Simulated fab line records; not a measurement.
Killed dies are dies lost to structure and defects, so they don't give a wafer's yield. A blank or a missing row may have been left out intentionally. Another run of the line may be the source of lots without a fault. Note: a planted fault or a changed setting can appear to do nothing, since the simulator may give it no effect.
Which tool is to blame? | flow nand-harc | 11 lots with 33 wafers sampled at 4 steps, on a route of 1302 steps

== WHAT THE GAUGES READ, wafer by wafer ==
The record lacks any reading of a measuring or inspecting step that a usual standard deviation could be used to judge.

== EACH LOT AND THE TOOL THAT RAN IT (in order: tool; ch and the chambers of the sampled wafers; start) ==
lot  | NHARC_P_GATE_DESCUM_13             | NHARC_P_GATE_DEP_103            | NHARC_P_GATE_ETCHBACK_37           | NHARC_P_GATE_DESCUM_48
L636 | rie-diel-04 ch 0,3, day 4 14:00    | pecvd-03 ch 0,1, day 5 05:08    | rie-diel-10 ch 0,1,2, day 5 16:41  | rie-diel-10 ch 0,1, day 5 17:52
L637 | rie-diel-10 ch 0,2,3, day 4 21:58  | pecvd-01 ch 1,2, day 5 11:38    | rie-diel-12 ch 0,2,3, day 5 23:11  | rie-diel-10 ch 0,3, day 6 00:22
L638 | rie-diel-10 ch 0,2,3, day 5 05:37  | pecvd-02 ch 0,1,2, day 5 21:20  | rie-diel-10 ch 0,1,3, day 6 08:46  | rie-diel-12 ch 0,1,2, day 6 09:57
L640 | rie-diel-04 ch 0,1,2, day 6 04:03  | pecvd-03 ch 0,1,2, day 6 21:02  | rie-diel-12 ch 0,2,3, day 7 08:34  | rie-diel-10 ch 0,1, day 7 09:50
L643 | rie-diel-10 ch 0,1,2, day 7 13:25  | pecvd-03 ch 0,2, day 8 05:47    | rie-diel-10 ch 0,1,3, day 8 17:26  | rie-diel-10 ch 0,2,3, day 8 18:37
L646 | rie-diel-04 ch 0,2,3, day 8 19:45  | pecvd-02 ch 0,1, day 9 10:20    | rie-diel-10 ch 1,3, day 10 00:06   | rie-diel-04 ch 2,3, day 10 01:17
L647 | rie-diel-10 ch 2,3, day 9 03:58    | pecvd-03 ch 0,2, day 9 19:33    | rie-diel-10 ch 1,2, day 10 07:11   | rie-diel-12 ch 0,1,2, day 10 08:14
L648 | rie-diel-04 ch 0,1,2, day 9 14:49  | pecvd-01 ch 0,1,2, day 10 08:47 | rie-diel-12 ch 0,1,2, day 10 20:24 | rie-diel-10 ch 1,3, day 10 21:35
L654 | rie-diel-12 ch 1,2,3, day 11 21:32 | pecvd-01 ch 0,2, day 12 11:46   | rie-diel-10 ch 0,2,3, day 12 23:24 | rie-diel-12 ch 1,2, day 13 00:27
L658 | rie-diel-10 ch 0,2, day 13 17:54   | pecvd-03 ch 0,1,2, day 14 06:58 | rie-diel-12 ch 1,2, day 14 18:29   | rie-diel-04 ch 1,2,3, day 14 19:32
L659 | rie-diel-12 ch 1,2,3, day 14 03:17 | pecvd-03 ch 0,1,2, day 14 21:49 | rie-diel-04 ch 1,2,3, day 15 09:17 | rie-diel-10 ch 0,3, day 15 10:28
- NHARC_P_GATE_DESCUM_13: chemistry O2, time 3 s.
- NHARC_P_GATE_DEP_103: deposits SiON, target thk 30 nm.
- NHARC_P_GATE_ETCHBACK_37: etches the open film in CHF3/O2, target depth 34.5 nm, time 17.2 s.
- NHARC_P_GATE_DESCUM_48: chemistry O2, time 3 s.

== AS READ BY THE TOOLS THEMSELVES (means over the sampled wafers that have a number; for cases with no such wafer, the mark the record gives instead) ==
NHARC_P_GATE_DESCUM_13.
lot  | tool        | drypump-motor-current-A (A) | mfc-ar-sccm (sccm) | oes-product-au (a.u.) | rf-vpp-V (V) | showerhead-plenum-p-Torr (Torr) | throttle-valve-pct (%)
L636 | rie-diel-04 | 5.8                         | 0.000              | 0.992                 | 57.9         | 2.00                            | 11.318
L637 | rie-diel-10 | 6.1                         | 0.010              | 1.002                 | 57.9         | 1.96                            | 11.303
L638 | rie-diel-10 | 6.1                         | 0.010              | 0.992                 | 58.8         | 1.96                            | 11.309
L640 | rie-diel-04 | 5.5                         | 0.014              | 0.990                 | 58.1         | 2.00                            | 11.303
L643 | rie-diel-10 | 6.1                         | 0.013              | 0.992                 | 57.3         | 1.91                            | 11.312
L646 | rie-diel-04 | 5.9                         | 0.006              | 1.000                 | 57.5         | 2.00                            | 11.310
L647 | rie-diel-10 | 6.1                         | 0.012              | 0.998                 | 56.9         | 1.96                            | 11.302
L648 | rie-diel-04 | 5.5                         | 0.014              | 0.994                 | 58.6         | 2.00                            | 11.313
L654 | rie-diel-12 | 5.9                         | 0.004              | 0.982                 | 57.0         | 1.84                            | 11.313
L658 | rie-diel-10 | 6.1                         | 0.008              | 1.002                 | 57.0         | 1.96                            | 11.312
L659 | rie-diel-12 | 5.9                         | 0.004              | 0.988                 | 58.7         | 1.84                            | 11.316

NHARC_P_GATE_DEP_103.
lot  | tool     | heater-power-w (W)
L636 | pecvd-03 | 700
L637 | pecvd-01 | 764
L638 | pecvd-02 | 685
L640 | pecvd-03 | 708
L643 | pecvd-03 | 657
L646 | pecvd-02 | 696
L647 | pecvd-03 | 688
L648 | pecvd-01 | 746
L654 | pecvd-01 | 801
L658 | pecvd-03 | 718
L659 | pecvd-03 | 693

NHARC_P_GATE_ETCHBACK_37.
lot  | tool        | drypump-motor-current-A (A) | mfc-ar-sccm (sccm) | o2-flow-sccm (sccm) | oes-product-au (a.u.) | rf-vpp-V (V) | showerhead-plenum-p-Torr (Torr) | throttle-valve-pct (%)
L636 | rie-diel-10 | 6.09                        | 199.8              | 9.984               | 0.93                  | 370.6        | 2.40                            | 20.567
L637 | rie-diel-12 | 5.79                        | 199.6              | 10.012              | 0.94                  | 368.9        | 2.31                            | 20.573
L638 | rie-diel-10 | 6.11                        | 199.9              | 9.990               | 0.93                  | 369.5        | 2.38                            | 20.571
L640 | rie-diel-12 | 5.79                        | 200.6              | 9.983               | 0.92                  | 368.8        | 2.31                            | 20.570
L643 | rie-diel-10 | 6.12                        | 200.1              | 9.974               | 0.93                  | 370.4        | 2.38                            | 20.574
L646 | rie-diel-10 | 6.11                        | 200.4              | 10.011              | 0.98                  | 368.7        | 2.32                            | 20.578
L647 | rie-diel-10 | 6.02                        | 199.5              | 10.007              | 0.92                  | 371.9        | 2.43                            | 20.571
L648 | rie-diel-12 | 5.93                        | 200.1              | 10.004              | 0.92                  | 368.4        | 2.33                            | 20.576
L654 | rie-diel-10 | 6.09                        | 199.4              | 9.349               | 0.92                  | 371.6        | 2.45                            | 20.555
L658 | rie-diel-12 | 6.01                        | 200.1              | 10.009              | 0.92                  | 369.2        | 2.33                            | 20.572
L659 | rie-diel-04 | 5.84                        | 199.7              | 10.004              | 0.93                  | 373.5        | 2.54                            | 20.573

NHARC_P_GATE_DESCUM_48.
lot  | tool        | drypump-motor-current-A (A) | mfc-ar-sccm (sccm) | oes-product-au (a.u.) | rf-vpp-V (V) | showerhead-plenum-p-Torr (Torr) | throttle-valve-pct (%)
L636 | rie-diel-10 | 6.2                         | 0.004              | 0.993                 | 58.2         | 1.89                            | 11.314
L637 | rie-diel-10 | 6.2                         | 0.002              | 0.991                 | 57.3         | 1.94                            | 11.313
L638 | rie-diel-12 | 5.9                         | 0.003              | 0.988                 | 57.7         | 1.85                            | 11.310
L640 | rie-diel-10 | 6.2                         | 0.004              | 0.990                 | 58.2         | 1.89                            | 11.306
L643 | rie-diel-10 | 6.1                         | 0.010              | 0.999                 | 58.0         | 1.96                            | 11.320
L646 | rie-diel-04 | 5.9                         | 0.012              | 0.996                 | 58.2         | 2.00                            | 11.310
L647 | rie-diel-12 | 5.9                         | 0.003              | 0.983                 | 58.4         | 1.85                            | 11.314
L648 | rie-diel-10 | 6.1                         | 0.011              | 0.990                 | 57.6         | 1.85                            | 11.305
L654 | rie-diel-12 | 6.0                         | 0.006              | 0.990                 | 57.3         | 1.85                            | 11.314
L658 | rie-diel-04 | 5.8                         | 0.014              | 0.996                 | 58.8         | 2.03                            | 11.307
L659 | rie-diel-10 | 6.2                         | 0.002              | 1.002                 | 57.3         | 1.94                            | 11.306

== THE ANSWER, worked out from the rows above alone ==
Rule: what is usual is taken from the lots themselves. Put in order of their means at a reading, lots are off if they are a third of the lots or fewer, leave a main group of 4 or more, and stand apart from it by a gap of 3 or more times the standard deviation of the main group's means; of several such gaps the widest counts. If all means in a main group match to the digits the tables above print for the reading, that group is not used. A lot without any number at a reading at which 4 lots or more have one is off too. The other lots that the step has rows for count as sound. After the gauges, taken in route order, come the tools' own readings; for these a lot's mean is taken, as printed above. At the first step where some lot is off, the reading lying furthest off is the one used; lots without a number count as furthest.
Off: L654 (NHARC_P_GATE_ETCHBACK_37, o2-flow-sccm). The main group: mean 9.998 sccm, standard deviation 0.013.
If a tool, at that step or one of the process steps before it, ran each lot that is off and ran no sound lot following the first of them, it fits. This does not decide it: 2 tools fit, namely pecvd-01 at NHARC_P_GATE_DEP_103 and rie-diel-10 at NHARC_P_GATE_ETCHBACK_37.

== WHAT THE SIMULATOR HAD PUT IN ==
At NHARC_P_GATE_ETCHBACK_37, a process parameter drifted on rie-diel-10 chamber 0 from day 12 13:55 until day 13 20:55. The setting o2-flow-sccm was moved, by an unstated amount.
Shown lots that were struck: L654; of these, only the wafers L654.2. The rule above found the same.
